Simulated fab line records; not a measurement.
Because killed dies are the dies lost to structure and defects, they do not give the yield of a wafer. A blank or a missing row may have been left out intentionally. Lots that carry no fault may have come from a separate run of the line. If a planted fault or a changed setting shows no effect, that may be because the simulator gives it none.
Chamber matching	flow nand harc	rie diel-07 running NHARC_A_STAIRCASE_DESCUM_186: 4 sister chambers
The step chemistry O2, time 3 s. 14 wafers are shown with their chamber, then 7 later ones without.

WAFERS WITH THEIR CHAMBER
wafer	chamber	drypump motor current A (A)	showerhead plenum p Torr (Torr)	oes product au (a.u.)
L080.2	2	6.0	2.05	1.018
L080.5	2	6.0	2.05	0.999
L080.6	3	5.5	2.01	0.988
L085.1	0	6.3	2.00	1.006
L085.3	2	6.0	2.05	0.999
L085.6	3	5.4	2.00	0.990
L086.1	0	6.3	2.00	1.004
L086.4	1	5.4	1.89	1.009
L086.6	2	6.0	2.04	1.002
L090.1	3	5.5	2.00	0.985
L090.3	1	5.4	1.89	1.017
L090.6	3	5.5	2.00	0.989
L092.1	1	5.4	1.89	1.006
L092.3	0	6.3	1.99	1.002

SIGNATURES (means of the wafers above)
reading	chamber 0	chamber 1	chamber 2	chamber 3	scatter within a chamber
drypump motor current A	6.300	5.400	6.000	5.475	0.0274
showerhead plenum p Torr	1.9967	1.8900	2.0475	2.0025	0.00465
oes product au	1.00400	1.01067	1.00450	0.98800	0.00579
Rule: distance of a wafer from a chamber = root of the sum over the readings of ((wafer's reading minus chamber's mean) / reading's scatter) squared. If the next closest chamber is less than 2 further off than the closest, the wafer can't be placed; otherwise it belongs to the closest. How the scatter is found: for the shown wafers, subtract from each reading the mean of its chamber, square and add these, divide the total by (wafers less chambers), then take the root.

WAFERS WITH NO CHAMBER GIVEN
wafer	drypump motor current A (A)	showerhead plenum p Torr (Torr)	oes product au (a.u.)
L092.6	6.3	1.99	1.006
L096.1	6.0	2.04	1.010
L096.2	6.3	1.99	1.020
L096.3	5.5	1.99	0.984
L096.4	5.5	1.88	1.012
L096.5	5.4	1.99	0.990
L096.6	6.0	2.04	1.012

CHAMBER TAKEN BY EACH
wafer	from the rows above	in truth
L092.6	0	0
L096.1	2	2
L096.2	0	0
L096.3	3	3
L096.4	1	1
L096.5	3	3
L096.6	2	2
Correct placement for 7 of the 7. From these rows, 0 cannot be placed. Number placed wrongly: 0.
